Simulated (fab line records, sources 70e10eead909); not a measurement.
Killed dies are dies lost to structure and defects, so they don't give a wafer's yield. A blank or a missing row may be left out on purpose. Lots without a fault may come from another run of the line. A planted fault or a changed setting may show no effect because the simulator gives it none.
fab line records | flow nand_harc
record lots=12 wafers=36 last_day=33
route steps=1302 shown P_ZERO_WELL@46 P_STI@80 END@1302
lots that met no fault: from a run of the same line without faults
start_h: hours from the record's first day to the start of the lot's first wafer shown | wait_h: hours since the lot's step before | " the same as in the row above | L1.1+2: a row that stands for several wafers | - no value, or no start given | * or withheld: withheld | < > ~ a bound
route shown NAME@n: a module of which the file shows steps, and the number in the route of the first | usual: mean/standard deviation of fault-free wafers | same: alike in all rows | chamber/n: place in a boat | sites: the reading at each site | _std_site: their standard deviation | _edge_site: outer sites' mean less inner sites' | radius_mm: how far each site lies from the wafer's centre | mask NAME#n: copy n | behind: the tool/chamber that last shaped the wafer | hold: why the lot was held/for how many hours/how that ended | device: the transistor (n, p or np) that didn't switch | end of line: the same wafers' tests at the end of the route | a step without rows: its recipe alone | killed: dies lost to structure and defects at the first sort, not the wafer's yield | map: a wafer's dies, x killed, . not, _ none there
set.NAME: the setting as run; set.NAME@STEP: as run at that earlier step | model.NAME: the simulator's own value behind a step, which no gauge read
steps of the route over a sample of lots; a table a step, a row a wafer
services: from which hour (start_h, from the record's first day; less than 0 if before it) a tool's chamber was out of use, for how many hours, and why
## steps
# step NHARC_P_ZERO_WELL_DESCUM_39
# recipe time_s=3 o2_flow_sccm=200 ar_flow_sccm=0 bias_power_w=0 chemistry=O2
# usual drypump_motor_current_A=5.85/0.26 oes_product_au=1.000/0.011 rf_vpp_V=58.0/0.9 showerhead_plenum_p_Torr=1.94/0.089 throttle_valve_pct=11.310/0.0086
# columns lot.wafer tool chamber start_h wait_h drypump_motor_current_A oes_product_au rf_hours_counter_h rf_vpp_V showerhead_plenum_p_Torr throttle_valve_pct
L564.4 rie_diel-12 2 35.27 - 5.66 1.029 32 57.9 2.00 11.320
L564.6 " 0 " " 5.70 1.006 - 58.2 1.97 11.304
L564.5 " 1 " " 5.86 0.991 - 57.1 1.98 11.329
L565.3 rie_diel-09 3 44.27 - 5.84 0.981 21 57.3 1.78 11.303
L565.4 " 2 " " 6.38 0.980 20 58.7 1.95 11.302
L565.6 " 3 " " 5.84 0.984 - 57.0 1.78 11.296
L566.4 rie_diel-12 1 54.24 - 5.87 0.998 43 57.7 1.98 11.329
L566.1 " 2 " " 5.65 1.017 37 58.7 2.00 11.314
L566.5 " 1 " " 5.88 1.007 - 59.3 1.98 11.308
L567.4 rie_diel-12 3 64.44 - 5.88 1.002 42 57.7 1.80 11.314
L567.6 " 2 " " 5.68 1.015 - 60.2 2.00 11.326
L567.5 " 3 " " 5.88 1.003 - 58.3 1.80 11.308
L570.2 rie_diel-02 3 98.39 - 5.25 0.991 16 57.6 2.02 11.302
L570.3 " 1 " " 5.66 1.008 19 58.9 1.85 11.316
L570.6 " 0 " " 6.08 0.997 - 59.6 2.07 11.314
L571.1 rie_diel-02 0 104.41 - 6.13 1.007 23 60.5 2.07 11.309
L571.3 " 1 " " 5.64 1.000 21 58.6 1.85 11.309
L571.5 " 3 " " 5.26 1.002 - 57.9 2.02 11.317
L573.3 rie_diel-09 2 124.64 - 6.44 1.000 45 59.0 1.95 11.299
L573.4 " 3 " " 5.86 0.997 47 56.4 1.77 11.302
L573.2 " 1 " " 5.90 0.996 46 57.3 1.89 11.316
L574.4 rie_diel-09 2 134.28 - 6.44 0.996 46 57.6 1.94 11.310
L574.2 " 3 " " 5.86 0.999 49 57.0 1.77 11.317
L574.1 " 0 " " 6.00 0.990 48 58.8 2.01 11.316
L576.1 rie_diel-12 0 155.18 - 5.67 0.990 20 56.9 1.96 11.305
L576.5 " 1 " " 5.86 1.023 - 57.4 1.97 11.321
L576.6 " 2 " " 5.64 1.005 - 58.2 2.00 11.318
L577.3 rie_diel-09 0 164.23 - 6.00 0.984 3 58.6 2.01 11.304
L577.6 " 3 " " 5.85 1.002 - 57.7 2.08 11.312
L577.5 " 0 " " 5.95 0.996 - 58.1 2.01 11.310
L583.4 rie_diel-12 1 224.51 - 5.87 1.019 46 56.6 1.96 11.306
L583.3 " 2 " " 5.63 1.013 37 57.2 1.99 11.311
L583.5 " 0 " " 5.70 0.987 - 57.6 1.95 11.325
L584.4 rie_diel-02 0 236.09 - 6.14 0.994 9 57.2 2.05 11.316
L584.2 " 2 " " 5.77 0.989 5 57.5 1.88 11.305
L584.6 " 1 " " 5.63 0.991 - 57.7 1.84 11.300
# step NHARC_P_STI_EXPOSE_06
# recipe na=0.55 target_cd_nm=200 dose_mj=37.69 mask_id=P_STI
# usual exposure_dose_mJ_cm2=37.65/0.052 stage_vel_mm_s=500.04/0.26
# columns lot.wafer tool chamber start_h wait_h mask exposure_dose_mJ_cm2 stage_vel_mm_s
L564.4 krf_scanner-02 0 57.64 - P_STI#0 37.66 499.94
L564.5 " 0 " " P_STI#0 37.62 500.27
L564.6 " 0 " " P_STI#0 37.63 500.11
L565.3 krf_scanner-02 0 63.28 - P_STI#0 37.63 500.03
L565.4 " 0 " " P_STI#0 37.64 500.17
L565.6 " 0 " " P_STI#0 37.66 500.34
L566.1 krf_scanner-02 0 71.68 - P_STI#0 37.71 499.83
L566.4 " 0 " " P_STI#0 37.69 499.98
L566.5 " 0 " " P_STI#0 37.63 499.90
L567.4 krf_scanner-03 0 85.75 - P_STI#0 37.63 499.79
L567.5 " 0 " " P_STI#0 37.67 499.65
L567.6 " 0 " " P_STI#0 37.64 500.39
L570.2 krf_scanner-04 0 116.13 - P_STI#0 37.71 499.91
L570.3 " 0 " " P_STI#0 37.75 500.35
L570.6 " 0 " " P_STI#0 37.67 500.09
L571.1 krf_scanner-04 0 123.94 - P_STI#0 37.67 500.34
L571.3 " 0 " " P_STI#0 37.66 500.05
L571.5 " 0 " " P_STI#0 37.70 500.10
L573.2 krf_scanner-02 0 145.43 - P_STI_R1#0 37.72 499.75
L573.3 " 0 " " P_STI_R1#0 37.76 499.74
L573.4 " 0 " " P_STI_R1#0 37.66 499.53
L574.1 krf_scanner-04 0 153.76 - P_STI#0 37.66 500.40
L574.2 " 0 " " P_STI#0 37.67 500.14
L574.4 " 0 " " P_STI#0 37.73 499.69
L576.1 krf_scanner-04 0 178.94 - P_STI#0 37.71 499.87
L576.5 " 0 " " P_STI#0 37.62 500.10
L576.6 " 0 " " P_STI#0 37.66 500.01
L577.3 krf_scanner-02 0 179.11 - P_STI#0 37.68 500.20
L577.5 " 0 " " P_STI#0 37.66 500.27
L577.6 " 0 " " P_STI#0 37.61 499.96
L583.3 krf_scanner-03 0 243.11 - P_STI#0 37.65 499.99
L583.4 " 0 " " P_STI#0 37.52 500.04
L583.5 " 0 " " P_STI#0 37.55 500.01
L584.2 krf_scanner-02 0 253.95 - P_STI#0 37.64 499.67
L584.4 " 0 " " P_STI#0 37.61 499.82
L584.6 " 0 " " P_STI#0 37.70 499.94
# step NHARC_P_STI_OVL_MEAS_10
# usual overlay_x_nm=-1/5.9 overlay_y_nm=1/5.4
# columns lot.wafer tool chamber start_h wait_h overlay_x_nm overlay_y_nm
L564.4 overlay-01 - 57.87 - -8 2
L564.5 " - " " -9 1
L564.6 " - " " -8 1
L565.3 overlay-01 - 63.51 - -4 -11
L565.4 " - " " -4 -11
L565.6 " - " " -4 -11
L566.1 overlay-02 - 71.92 - 10 -10
L566.4 " - " " 10 -9
L566.5 " - " " 9 -10
L567.4 overlay-02 - 85.97 - 1 0
L567.5 " - " " 2 -1
L567.6 " - " " 1 0
L570.2 overlay-01 - 116.36 - -1 -7
L570.3 " - " " -1 -7
L570.6 " - " " 0 -8
L571.1 overlay-01 - 124.17 - 3 -8
L571.3 " - " " 2 -8
L571.5 " - " " 2 -8
L573.2 overlay-01 - 145.67 - -1 -2
L573.3 " - " " 0 -2
L573.4 " - " " 0 -2
L574.1 overlay-01 - 154.01 - -17 6
L574.2 " - " " -17 6
L574.4 " - " " -17 7
L576.1 overlay-01 - 179.18 - 0 9
L576.5 " - " " 1 9
L576.6 " - " " 0 9
L577.3 overlay-02 - 179.34 - 3 3
L577.5 " - " " 3 3
L577.6 " - " " 3 2
L583.3 overlay-01 - 243.34 - -2 7
L583.4 " - " " -3 7
L583.5 " - " " -2 8
L584.2 overlay-02 - 254.18 - -7 1
L584.4 " - " " -7 0
L584.6 " - " " -8 0
# step NHARC_P_STI_OCD_MEAS_17
# usual trench_depth_nm=300/4.6 trench_foot_cd_nm=158.5/2.2
# columns lot.wafer tool chamber start_h wait_h trench_depth_nm trench_foot_cd_nm
L564.4 ocd-01 - 58.57 0.1 290 160.4
L564.5 " - " " 292 159.8
L564.6 " - " " 301 160.0
L565.3 ocd-01 - 64.21 0.1 298 160.4
L565.4 " - " " 301 160.6
L565.6 " - " " 297 156.3
L566.1 ocd-02 - 72.63 0.1 305 157.4
L566.4 " - " " 294 159.8
L566.5 " - " " 294 156.8
L567.4 ocd-01 - 86.73 0.1 299 159.5
L567.5 " - " " 291 158.6
L567.6 " - " " 297 155.5
L570.2 ocd-02 - 117.06 0.1 306 155.6
L570.3 " - " " 292 158.8
L570.6 " - " " 308 157.8
L571.1 ocd-01 - 124.88 0.1 299 156.5
L571.3 " - " " 301 158.2
L571.5 " - " " 302 152.9
L573.2 ocd-01 - 146.36 0.1 299 150.8
L573.3 " - " " 304 154.1
L573.4 " - " " 297 151.9
L574.1 ocd-02 - 154.72 0.1 303 160.0
L574.2 " - " " 301 156.6
L574.4 " - " " 303 160.5
L576.1 ocd-02 - 179.87 0.1 299 159.5
L576.5 " - " " 297 155.3
L576.6 " - " " 294 159.3
L577.3 ocd-02 - 180.05 0.1 300 159.8
L577.5 " - " " 303 161.2
L577.6 " - " " 301 157.4
L583.3 ocd-02 - 244.05 0.1 303 155.9
L583.4 " - " " 297 162.4
L583.5 " - " " 308 159.8
L584.2 ocd-01 - 254.88 0.1 298 161.2
L584.4 " - " " 303 154.5
L584.6 " - " " 296 158.0
# step NHARC_END_SORT_01
# recipe temp_c=25
# usual killed_at_array=56/19 killed_at_other=0.8/1.1 killed_at_periphery=3.4/2.5 killed_dies=60/19 killed_open=2.9/1.7 killed_short=2.4/1.6
# same gross_dies=677
# columns lot.wafer tool chamber start_h wait_h killed_at_array killed_at_other killed_at_periphery killed_dies killed_open killed_short
L566.1 prober-02 0 583.47 2.5 45 0 6 51 4 2
L566.4 prober-02 0 585.88 3.4 40 0 5 45 5 6
L566.5 prober-02 0 586.69 3.7 35 1 5 41 4 1
L571.1 prober-02 0 649.13 2.5 94 0 3 97 4 2
L571.3 prober-02 0 650.75 3.1 93 0 2 95 2 1
L571.5 prober-02 0 652.37 3.7 104 0 5 109 5 3
L573.2 prober-01 0 659.93 2.9 76 0 3 79 2 0
L573.3 prober-01 0 660.73 3.1 61 0 1 62 0 5
L573.4 prober-01 0 661.53 3.4 56 0 2 58 3 0
L574.1 prober-01 0 681.31 2.5 48 0 6 54 1 1
L574.2 prober-01 0 682.12 2.8 51 1 8 60 5 0
L574.4 prober-01 0 683.74 3.4 48 0 3 51 0 3
L577.3 prober-02 0 710.70 3.1 21 0 6 27 3 2
L577.5 prober-02 0 712.28 3.7 24 1 6 31 6 2
L577.6 prober-02 0 713.07 3.9 23 0 4 27 4 1
L584.2 prober-02 0 780.09 2.8 50 1 4 55 2 1
L584.4 prober-02 0 781.67 3.4 61 0 2 63 4 3
L584.6 prober-02 0 783.26 4.0 60 2 1 63 1 3
# killed by level:class
L566.1 A_CHANNEL_HOLE_D2:chamber_film_flake=27 P_GATE:chamber_film_flake=3 P_M1:chamber_film_flake=3 A_CHANNEL_FILL_D1:chamber_film_flake=2 A_SGD_CUT:chamber_film_flake=2 A_CONTACT:chamber_film_flake=2 A_BONDPAD:chamber_film_flake=2 A_ONON_D1:geometric_particle:short=1
L566.4 A_CHANNEL_HOLE_D2:chamber_film_flake=23 A_CHANNEL_HOLE_D1:chamber_film_flake=4 A_WL_FILL:geometric_particle:short=3 A_DECK1_JOINT:geometric_particle:short=2 A_CHANNEL_FILL_D1:chamber_film_flake=2 A_M1:chamber_film_flake=2 P_CONTACT:geometric_particle:open=1 P_M0:geometric_particle:open=1
L566.5 A_CHANNEL_HOLE_D2:chamber_film_flake=23 A_STAIRCASE:chamber_film_flake=3 A_ONON_D1:geometric_particle:open=2 P_ZERO_WELL:chamber_film_flake=2 P_M1:chamber_film_flake=2 A_CHANNEL_HOLE_D1:chamber_film_flake=2 A_CONTACT:chamber_film_flake=2 P_CONTACT:geometric_particle:open=1
L571.1 A_SLIT:chamber_film_flake=33 A_CHANNEL_HOLE_D1:chamber_film_flake=29 A_CHANNEL_HOLE_D2:chamber_film_flake=23 P_CONTACT:chamber_film_flake=2 A_DECK1_JOINT:chamber_film_flake=2 P_M0:geometric_particle:open=1 A_ONON_D1:geometric_particle:open=1 A_ONON_D1:geometric_particle:short=1
L571.3 A_SLIT:chamber_film_flake=36 A_CHANNEL_HOLE_D1:chamber_film_flake=26 A_CHANNEL_HOLE_D2:chamber_film_flake=22 A_STAIRCASE:chamber_film_flake=3 A_CONTACT:chamber_film_flake=2 P_M0:geometric_particle:open=1 A_DECK1_JOINT:geometric_particle:open=1 A_CHANNEL_FILL_D2:geometric_particle:short=1
L571.5 A_SLIT:chamber_film_flake=36 A_CHANNEL_HOLE_D1:chamber_film_flake=30 A_CHANNEL_HOLE_D2:chamber_film_flake=27 A_BLC:geometric_particle:open=2 A_CONTACT:chamber_film_flake=2 P_CONTACT:geometric_particle:short=1 P_CONTACT:geometric_particle:open=1 A_CHANNEL_HOLE_D2:geometric_particle:short=1
L573.2 A_SLIT:chamber_film_flake=40 A_CHANNEL_HOLE_D2:chamber_film_flake=18 A_CONTACT:chamber_film_flake=7 A_STAIRCASE:chamber_film_flake=3 A_WL_FILL:chamber_film_flake=3 P_STI:chamber_film_flake=2 A_DECK1_JOINT:chamber_film_flake=2 P_M0:geometric_particle:open=1
L573.3 A_SLIT:chamber_film_flake=31 A_CHANNEL_HOLE_D2:chamber_film_flake=16 A_CONTACT:chamber_film_flake=5 A_CHANNEL_HOLE_D1:chamber_film_flake=3 P_STI:geometric_particle:short=1 A_CHANNEL_HOLE_D1:geometric_particle:short=1 A_CHANNEL_FILL_D2:geometric_particle:short=1 A_STAIRCASE:geometric_particle:short=1
L573.4 A_SLIT:chamber_film_flake=32 A_CHANNEL_HOLE_D2:chamber_film_flake=11 A_STAIRCASE:chamber_film_flake=3 A_WL_FILL:chamber_film_flake=3 P_GATE:chamber_film_flake=2 A_ONON_D1:geometric_particle:open=1 A_CHANNEL_HOLE_D2:geometric_particle:open=1 A_CHANNEL_FILL_D2:geometric_particle:open=1
L574.1 A_SLIT:chamber_film_flake=27 A_CONTACT:chamber_film_flake=9 A_CHANNEL_HOLE_D1:chamber_film_flake=6 P_M2:chamber_film_flake=5 A_WL_FILL:chamber_film_flake=2 P_CONTACT:geometric_particle:short=1 A_CHANNEL_FILL_D1:geometric_particle:open=1 A_CHANNEL_FILL_D1:chamber_film_flake=1
L574.2 A_SLIT:chamber_film_flake=25 A_CHANNEL_HOLE_D1:chamber_film_flake=8 A_CONTACT:chamber_film_flake=8 P_M2:chamber_film_flake=5 A_CHANNEL_FILL_D2:chamber_film_flake=4 A_WL_FILL:chamber_film_flake=2 P_M0:geometric_particle:open=1 A_ONON_D1:geometric_particle:open=1
L574.4 A_SLIT:chamber_film_flake=32 A_CHANNEL_HOLE_D1:chamber_film_flake=7 A_CONTACT:chamber_film_flake=5 P_M2:chamber_film_flake=2 P_M1:geometric_particle:short=1 A_SGD_CUT:geometric_particle:short=1 A_M0:geometric_particle:short=1 A_CHANNEL_FILL_D1:chamber_film_flake=1
L577.3 A_CHANNEL_HOLE_D1:chamber_film_flake=12 A_CONTACT:chamber_film_flake=6 P_CONTACT:geometric_particle:open=3 P_M0:geometric_particle:short=1 A_CHANNEL_FILL_D2:geometric_particle:short=1 P_ZERO_WELL:chamber_film_flake=1 P_GATE:chamber_film_flake=1 A_SLIT:chamber_film_flake=1
L577.5 A_CHANNEL_HOLE_D1:chamber_film_flake=9 A_CONTACT:chamber_film_flake=5 P_GATE:chamber_film_flake=4 A_DECK1_JOINT:chamber_film_flake=2 P_CONTACT:geometric_particle:short=1 P_CONTACT:geometric_particle:open=1 A_ONON_D1:geometric_particle:open=1 A_DECK1_JOINT:geometric_particle:open=1
L577.6 A_CONTACT:chamber_film_flake=10 A_CHANNEL_HOLE_D1:chamber_film_flake=5 P_CONTACT:geometric_particle:open=2 A_SLIT:chamber_film_flake=2 A_ONON_D1:geometric_particle:short=1 A_CHANNEL_FILL_D1:geometric_particle:open=1 A_CHANNEL_FILL_D2:geometric_particle:open=1 P_GATE:chamber_film_flake=1
L584.2 A_SLIT:chamber_film_flake=31 A_CONTACT:chamber_film_flake=6 A_CHANNEL_FILL_D1:chamber_film_flake=3 A_CHANNEL_HOLE_D2:chamber_film_flake=3 A_CHANNEL_HOLE_D1:unspecified=2 A_CHANNEL_FILL_D2:chamber_film_flake=2 P_CONTACT:geometric_particle:open=1 A_SOURCE_PLATE:geometric_particle:short=1
L584.4 A_SLIT:chamber_film_flake=30 A_CONTACT:chamber_film_flake=6 A_CHANNEL_FILL_D1:chamber_film_flake=4 A_ZERO_WELL:chamber_film_flake=3 A_CHANNEL_HOLE_D1:unspecified=3 A_CHANNEL_FILL_D2:chamber_film_flake=3 A_STAIRCASE:chamber_film_flake=2 P_CONTACT:geometric_particle:short=1
L584.6 A_SLIT:chamber_film_flake=29 A_CONTACT:chamber_film_flake=10 A_ZERO_WELL:chamber_film_flake=6 A_CHANNEL_FILL_D1:chamber_film_flake=5 A_CHANNEL_HOLE_D1:chamber_film_flake=3 A_SGD_CUT:chamber_film_flake=2 THIN_TSV:chamber_film_flake=2 P_M2:geometric_particle:short=1
## services
# columns tool chamber start_h hours kind
krf_scanner-02 - 29.65 0.1 repair
rie_diel-02 - 39.70 9.0 pm
krf_scanner-02 - 45.06 1.0 repair
rie_diel-02 - 78.24 0.3 repair
rie_diel-02 3 79.09 13.0 repair
krf_scanner-02 - 82.10 0.1 repair
krf_scanner-02 - 84.07 1.5 repair
rie_diel-12 - 91.44 9.0 pm
krf_scanner-02 - 94.00 4.0 pm
rie_diel-02 0 104.52 8.8 repair
rie_diel-09 1 111.08 1.3 repair
rie_diel-02 0 118.88 2.3 repair
krf_scanner-04 - 133.56 2.8 repair
rie_diel-09 2 140.52 7.1 repair
rie_diel-12 2 142.32 7.3 repair
rie_diel-09 - 143.14 9.0 pm
rie_diel-09 2 168.44 2.5 repair
krf_scanner-04 - 168.92 0.6 repair
krf_scanner-04 - 182.00 4.0 pm
rie_diel-09 1 182.67 15.7 repair
rie_diel-12 2 200.63 10.0 repair
rie_diel-12 0 212.52 8.3 repair
rie_diel-09 2 229.23 8.9 repair
rie_diel-12 1 238.83 9.6 repair
## key
first_sign step=NHARC_P_STI_EXPOSE_06 reading=mask direction=changed
effect none on later readings
met_at NHARC_P_STI_EXPOSE_06
struck_lots L573
tester_left_out L573
not_acting_at NHARC_P_ZERO_WELL_DESCUM_39,NHARC_P_STI_OVL_MEAS_10,NHARC_P_STI_OCD_MEAS_17
onset_between 71.68 145.43
fault kind=wrong_mask tool=any chamber=- onset_h=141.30 steps=NHARC_P_STI_EXPOSE_06 aux_copy=P_STI_R1#0 cd_offset_nm=-3.9013 scope=struck_lots_only
# tester_left_out: of these lots the tester's yield and bins aren't shown, on N5 and GAA mostly nor the transistor test; their killed dies are dies lost to structure and defects alone, not to doping, threshold or leakage, so they don't give the yield
